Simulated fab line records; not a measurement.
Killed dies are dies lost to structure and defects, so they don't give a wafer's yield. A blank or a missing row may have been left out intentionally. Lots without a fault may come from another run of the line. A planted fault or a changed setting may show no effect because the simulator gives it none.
fab line records | flow n5Finfet
[record] lots = 7 wafers = 39
route steps=1938 shown MOL_CONTACT_COAG@523
startH: the number of hours between the record's first day and the start of the first shown wafer of the lot | waitH: hours from the lot's prior step to this one | " as in the row above | L1.1+2: a single row standing in for several wafers | - no value, or no start given | * or withheld: withheld | < > ~ a bound
route shown NAME@n: names a module that has steps shown in the file, with the first one's number in the route | usual: the fault-free wafers' mean and standard deviation | same: alike in all rows | chamber/n: place in a boat | sites: readings site by site | _std_site: standard deviation across them | _edge_site: mean of outer sites minus mean of inner sites | radiusMm: how far each site lies from the wafer's centre | mask NAME#n: copy n | behind: tool/chamber where the wafer was last shaped | hold: the reason the lot was held/the length of the hold in hours/how it ended | device: which transistor (n, p or np) failed to switch | end of line: the route-end tests of the same wafers | a step with no rows: only its recipe | killed: the dies lost at the first sort to structure and to defects; this is not the yield of the wafer | map: a wafer's dies, marking killed ones x, the rest . and places with no die _
set.NAME: the setting that was run; set.NAME@STEP: the one run at that earlier step | model.NAME: the simulator's own value behind a step, which no gauge read
lots where settings were altered on purpose, with a table for each step and a row for each wafer
[[steps]]
[step N5_MOL_CONTACT_COAG_EXPOSE_05]
[recipe] maskId = CA na = 0.33 sourceShape = annular sigmaInner = 0.4 sigmaOuter = 0.8 polarization = unpolarized defocusNm = 0 doseMj = 38.25
// columns lot.wafer tool chamber startH waitH mask set.doseMj
L074.1+5+6 euvScanner-01 0 87.32 - CA#0 36.31
L074.2+3+4 " 0 " " CA#0 38.25
L080.1+2+3+4+5+6 euvScanner-02 0 124.22 - CA#0 38.25
L083.1+4+5 euvScanner-02 0 141.51 - CA#0 35.45
L083.2+3+6 " 0 " " CA#0 38.25
L086.1+3+4 euvScanner-01 0 164.92 - CA#0 38.25
L086.2+5+6 " 0 " " CA#0 39.41
L089.1+5+6 euvScanner-02 0 178.45 - CA#0 38.25
L093.1+4+5 euvScanner-01 0 205.85 - CA#0 38.25
L093.2+3+6 " 0 " " CA#0 35.22
L095.1+3+5 euvScanner-02 0 213.64 - CA#0 38.25
L095.2+4+6 " 0 " " CA#0 35.87
[step N5_MOL_CONTACT_COAG_PEB_06]
[recipe] pebTempC = 100 pebTimeS = 60 resist = CAR-EUV
[step N5_MOL_CONTACT_COAG_DEVELOP_07]
[recipe] developTimeS = 30 developer = TMAH resist = CAR-EUV rinseLiquid = surfactantRinse dry = airSpin devTempC = 23
[step N5_MOL_CONTACT_COAG_CD_MEAS_08]
[recipe] targetCdNm = 28 landingEnergyEv = 500 detector = seInlens polarity = opening
[usual] cdNm = 28.00/0.23
// columns lot.wafer tool chamber startH waitH set.doseMj@MOL_CONTACT_COAG_EXPOSE_05 cdNm
L074.1 cdSem-02 0 87.45 - 36.31 27.16
L074.2 " 0 " " 38.25 27.80
L074.3 " 0 " " 38.25 27.91
L074.4 " 0 " " 38.25 27.98
L074.5 " 0 " " 36.31 27.14
L074.6 " 0 " " 36.31 26.89
L080.1 cdSem-03 0 124.35 - 38.25 27.97
L080.2 " 0 " " 38.25 27.86
L080.3 " 0 " " 38.25 28.02
L080.4 " 0 " " 38.25 28.23
L080.5 " 0 " " 38.25 27.99
L080.6 " 0 " " 38.25 28.44
L083.1 cdSem-01 0 141.64 - 35.45 26.61
L083.2 " 0 " " 38.25 28.30
L083.3 " 0 " " 38.25 27.96
L083.4 " 0 " " 35.45 26.11
L083.5 " 0 " " 35.45 25.78
L083.6 " 0 " " 38.25 28.05
L086.1 cdSem-02 0 165.05 - 38.25 27.98
L086.2 " 0 " " 39.41 28.40
L086.3 " 0 " " 38.25 27.80
L086.4 " 0 " " 38.25 28.22
L086.5 " 0 " " 39.41 28.64
L086.6 " 0 " " 39.41 28.26
L089.1 cdSem-01 0 178.58 - 38.25 28.33
L089.5 " 0 " " 38.25 28.07
L089.6 " 0 " " 38.25 27.66
L093.1 cdSem-02 0 205.98 - 38.25 27.85
L093.2 " 0 " " 35.22 25.96
L093.3 " 0 " " 35.22 26.10
L093.4 " 0 " " 38.25 28.01
L093.5 " 0 " " 38.25 27.98
L093.6 " 0 " " 35.22 26.24
L095.1 cdSem-03 0 213.77 - 38.25 27.81
L095.2 " 0 " " 35.87 26.54
L095.3 " 0 " " 38.25 28.01
L095.4 " 0 " " 35.87 26.67
L095.5 " 0 " " 38.25 27.82
L095.6 " 0 " " 35.87 25.93
[step N5_MOL_CONTACT_COAG_DESCUM_13]
[recipe] chemistry = O2 timeS = 7 sourcePowerW = 50 biasPowerW = 20 pressureMtorr = 20 rfFrequencyHz = 2.712e+07 tempC = 40 resist = CAR-EUV o2FlowSccm = 225
[step N5_MOL_CONTACT_COAG_ETCH_59]
[recipe] chemistry = N2/H2 target = underlayer targetDepthA = 130 maskMaterial = CAR-EUV timeS = 10.4 ionEnergyEv = 200 pressureMtorr = 30 sourceW = 840 biasW = 150 n2FlowSccm = 200 h2FlowSccm = 200 ends = cleared
// columns lot.wafer tool chamber startH waitH set.doseMj@MOL_CONTACT_COAG_EXPOSE_05 model.MOL_CONTACT_COAG.cdOffsetNm
L074.1+5 rieDiel-02 3,0 87.61 0.0 36.31 -1.2
L074.2 " 1 " " 38.25 0
L074.3+4 " 0,2 " " 38.25 -0.2
L074.6 " 1 " " 36.31 -1.4
L080.1+2+3+6 rieDiel-05 2,1,3,3 124.55 0.0 38.25 0
L080.4+5 " 0,2 " " 38.25 0.2
L083.1 rieDiel-06 3 141.80 0.0 35.45 -1.8
L083.2+3+6 " 0,2,2 " " 38.25 0
L083.4+5 " 1,3 " " 35.45 -2
L086.1+3 rieDiel-06 2,0 165.59 0.0 38.25 -0.2
L086.2+6 " 3,2 " " 39.41 0.4
L086.4 " 0 " " 38.25 0
L086.5 " 3 " " 39.41 0.6
L089.1+5+6 rieDiel-06 2,0,3 178.78 0.0 38.25 0
L093.1 rieDiel-06 1 206.13 0.0 38.25 -0.2
L093.2+3 " 0,3 " " 35.22 -2
L093.4+5 " 2,3 " " 38.25 0
L093.6 " 2 " " 35.22 -1.8
L095.1+3+5 rieDiel-02 3,2,0 214.10 0.0 38.25 -0.2
L095.2 " 1 " " 35.87 -1.8
L095.4 " 0 " " 35.87 -1.6
L095.6 " 1 " " 35.87 -2
[step N5_MOL_CONTACT_COAG_ETCH_105]
[recipe] chemistry = CF4 target = SiARC targetDepthA = 156 maskMaterial = CAR-EUV timeS = 26 ionEnergyEv = 80 pressureMtorr = 40 sourceW = 545 biasW = 36 Ar_flow_sccm = 100 cf4FlowSccm = 100 ends = cleared
// columns lot.wafer tool chamber startH waitH set.doseMj@MOL_CONTACT_COAG_EXPOSE_05 model.MOL_CONTACT_COAG.cdOffsetNm
L074.1 rieDiel-02 3 87.63 0.0 36.31 -1.2
L074.2+3 " 1,0 " " 38.25 0
L074.4 " 2 " " 38.25 -0.2
L074.5 " 0 " " 36.31 -1
L074.6 " 1 " " 36.31 -1.4
L080.1+2+3 rieDiel-05 2,1,3 124.57 0.0 38.25 0
L080.4+5+6 " 0,2,3 " " 38.25 0.2
L083.1 rieDiel-06 3 141.82 0.0 35.45 -1.8
L083.2+3 " 0,2 " " 38.25 0
L083.4 " 1 " " 35.45 -2.2
L083.5 " 3 " " 35.45 -2
L083.6 " 2 " " 38.25 0.2
L086.1+3 rieDiel-06 2,0 165.61 0.0 38.25 -0.2
L086.2+5+6 " 3,3,2 " " 39.41 0.4
L086.4 " 0 " " 38.25 0
L089.1+5 rieDiel-06 2,0 178.80 0.0 38.25 0
L089.6 " 3 " " 38.25 -0.2
L093.1 rieDiel-06 1 206.15 0.0 38.25 -0.4
L093.2+6 " 0,2 " " 35.22 -2
L093.3 " 3 " " 35.22 -2.2
L093.4+5 " 2,3 " " 38.25 -0.2
L095.1 rieDiel-02 3 214.12 0.0 38.25 0.2
L095.2+4 " 1,0 " " 35.87 -1.6
L095.3 " 2 " " 38.25 0
L095.5 " 0 " " 38.25 -0.2
L095.6 " 1 " " 35.87 -2
[step N5_MOL_CONTACT_COAG_ETCH_106]
[recipe] chemistry = N2/H2 target = SOC targetDepthA = 800 overetchA = 160 maskMaterial = SiARC tempC = 40 timeS = 120 ionEnergyEv = 200 pressureMtorr = 30 sourceW = 840 biasW = 150 n2FlowSccm = 200 h2FlowSccm = 200
// columns lot.wafer tool chamber startH waitH set.doseMj@MOL_CONTACT_COAG_EXPOSE_05 model.MOL_CONTACT_COAG.cdOffsetNm
L074.1+5 rieDiel-02 3,0 87.66 0.0 36.31 -1
L074.2+3+4 " 1,0,2 " " 38.25 -0.2
L074.6 " 1 " " 36.31 -1.2
L080.1+3+5 rieDiel-05 2,3,2 124.60 0.0 38.25 0.2
L080.2 " 1 " " 38.25 0
L080.4+6 " 0,3 " " 38.25 0.4
L083.1 rieDiel-06 3 141.85 0.0 35.45 -1.4
L083.2 " 0 " " 38.25 -0.2
L083.3+6 " 2 " " 38.25 0
L083.4 " 1 " " 35.45 -2
L083.5 " 3 " " 35.45 -1.8
L086.1+4 rieDiel-06 2,0 165.64 0.0 38.25 0
L086.2+5 " 3 " " 39.41 0.4
L086.3 " 0 " " 38.25 -0.4
L086.6 " 2 " " 39.41 0.6
L089.1+5 rieDiel-06 2,0 178.83 0.0 38.25 0.2
L089.6 " 3 " " 38.25 0
L093.1 rieDiel-06 1 206.18 0.0 38.25 -0.4
L093.2+3+6 " 0,3,2 " " 35.22 -2
L093.4 " 2 " " 38.25 -0.2
L093.5 " 3 " " 38.25 0
L095.1 rieDiel-02 3 214.15 0.0 38.25 0.2
L095.2 " 1 " " 35.87 -1.4
L095.3 " 2 " " 38.25 -0.2
L095.4 " 0 " " 35.87 -1.6
L095.5 " 0 " " 38.25 0
L095.6 " 1 " " 35.87 -1.8
[step N5_MOL_CONTACT_COAG_STRIP_107]
[recipe] chemistry = N2/H2 tempC = 40 n2FlowSccm = 200 h2FlowSccm = 200 rfFrequencyHz = 6e+07
[step N5_MOL_CONTACT_COAG_STRIP_108]
[recipe] chemistry = N2/H2 tempC = 40 n2FlowSccm = 200 h2FlowSccm = 200 rfFrequencyHz = 6e+07
[step N5_MOL_CONTACT_COAG_ETCH_110]
[recipe] chemistry = CF4/O2 target = Si targetDepthA = 25 timeS = 8 pressureMtorr = 100 sourceW = 200 biasW = 12 ionEnergyEv = 60 Ar_flow_sccm = 100 cf4FlowSccm = 100 O2_flow_sccm = 10
[step N5_MOL_CONTACT_COAG_STRIP_98]
[recipe] chemistry = N2/H2 powerW = 500 tempC = 40 pressureMtorr = 50 rfFrequencyHz = 6e+07 overashFraction = 0.3 biasPowerW = 8 h2Frac = 0.5 n2FlowSccm = 300 h2FlowSccm = 300
[step N5_MOL_CONTACT_COAG_CD_MEAS_99]
[recipe] targetCdNm = 17.2 polarity = opening
[usual] cdNm = 17.3/0.31
// columns lot.wafer tool chamber startH waitH set.doseMj@MOL_CONTACT_COAG_EXPOSE_05 cdNm
L074.1 cdSem-02 - 87.97 - 36.31 16.4
L074.2 " - " " 38.25 16.8
L074.3 " - " " 38.25 17.3
L074.4 " - " " 38.25 16.9
L074.5 " - " " 36.31 16.0
L074.6 " - " " 36.31 15.7
L080.1 cdSem-01 - 124.91 - 38.25 17.3
L080.2 " - " " 38.25 17.3
L080.3 " - " " 38.25 17.6
L080.4 " - " " 38.25 17.6
L080.5 " - " " 38.25 17.4
L080.6 " - " " 38.25 17.7
L083.1 cdSem-03 - 142.16 - 35.45 16.0
L083.2 " - " " 38.25 17.0
L083.3 " - " " 38.25 17.3
L083.4 " - " " 35.45 15.3
L083.5 " - " " 35.45 15.6
L083.6 " - " " 38.25 16.9
L086.1 cdSem-02 - 165.95 - 38.25 17.1
L086.2 " - " " 39.41 17.3
L086.3 " - " " 38.25 17.0
L086.4 " - " " 38.25 17.2
L086.5 " - " " 39.41 17.4
L086.6 " - " " 39.41 17.7
L089.1 cdSem-02 - 179.15 - 38.25 17.7
L089.5 " - " " 38.25 17.6
L089.6 " - " " 38.25 17.4
L093.1 cdSem-02 - 206.50 - 38.25 16.9
L093.2 " - " " 35.22 15.5
L093.3 " - " " 35.22 15.3
L093.4 " - " " 38.25 17.3
L093.5 " - " " 38.25 17.1
L093.6 " - " " 35.22 15.3
L095.1 cdSem-01 - 214.46 - 38.25 17.6
L095.2 " - " " 35.87 15.6
L095.3 " - " " 38.25 17.4
L095.4 " - " " 35.87 15.8
L095.5 " - " " 38.25 17.4
L095.6 " - " " 35.87 15.2
[[key]]
[split] step = N5_MOL_CONTACT_COAG_EXPOSE_05 setting = doseMj stated = 38.25 by = wafer
[response] step = N5_MOL_CONTACT_COAG_CD_MEAS_08 reading = cdNm change = +0.23 per = 1% r = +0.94
[response] step = N5_MOL_CONTACT_COAG_ETCH_59 reading = model.MOL_CONTACT_COAG.cdOffsetNm change = +0.245 per = 1% r = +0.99
[response] step = N5_MOL_CONTACT_COAG_ETCH_105 reading = model.MOL_CONTACT_COAG.cdOffsetNm change = +0.25 per = 1% r = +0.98
[response] step = N5_MOL_CONTACT_COAG_ETCH_106 reading = model.MOL_CONTACT_COAG.cdOffsetNm change = +0.224 per = 1% r = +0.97
[response] step = N5_MOL_CONTACT_COAG_CD_MEAS_99 reading = cdNm change = +0.221 per = 1% r = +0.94
